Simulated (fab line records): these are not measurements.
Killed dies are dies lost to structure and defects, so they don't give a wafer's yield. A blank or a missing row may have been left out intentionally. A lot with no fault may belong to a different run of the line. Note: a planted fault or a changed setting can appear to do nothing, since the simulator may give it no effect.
Chamber matching / flow n5Finfet / 4 sister chambers for N5_FIN_SAQP_SPACER2_ETCHBACK_29 on rieDiel-04
The step etches SiO2 in CHF3/O2, target depth 12.2 nm, time 6.1 s. 4 wafers are shown with their chamber, then 7 later ones without.

== WAFERS WITH THEIR CHAMBER ==
wafer=L089.4; chamber=3; rfVppV (V)=533
wafer=L092.4; chamber=2; rfVppV (V)=510
wafer=L092.6; chamber=1; rfVppV (V)=516
wafer=L093.4; chamber=0; rfVppV (V)=529

== WAFERS MISSING THEIR CHAMBER ==
wafer=L093.6; rfVppV (V)=516
wafer=L095.3; rfVppV (V)=528
wafer=L095.5; rfVppV (V)=509
wafer=L095.6; rfVppV (V)=517
wafer=L097.2; rfVppV (V)=527
wafer=L097.4; rfVppV (V)=532
wafer=L097.5; rfVppV (V)=510

== WHICH CHAMBER EACH ONE RAN IN ==
wafer=L093.6; from the rows above=1; in truth=1
wafer=L095.3; from the rows above=0; in truth=0
wafer=L095.5; from the rows above=2; in truth=2
wafer=L095.6; from the rows above=1; in truth=1
wafer=L097.2; from the rows above=0; in truth=0
wafer=L097.4; from the rows above=can't be placed: 3 or 0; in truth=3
wafer=L097.5; from the rows above=2; in truth=2
Placed correctly: 6 of 7. Not placeable from these rows: 1 (in 1, the candidates include the true chamber). Wrongly placed: 0.
How it was worked out, from the rows above alone: a wafer's distance from a chamber is the root of the sum, over the readings, of the square of ((its reading less the chamber's mean) divided by the reading's scatter). If the next closest chamber is less than 2 further off than the closest, the wafer can't be placed; otherwise it belongs to the closest. For every chamber, the mean is computed from those of its wafers that are shown. The scatter (one wafer shown for each chamber): square how far every hidden wafer sits from the nearest shown wafer, average those squares and take the square root.
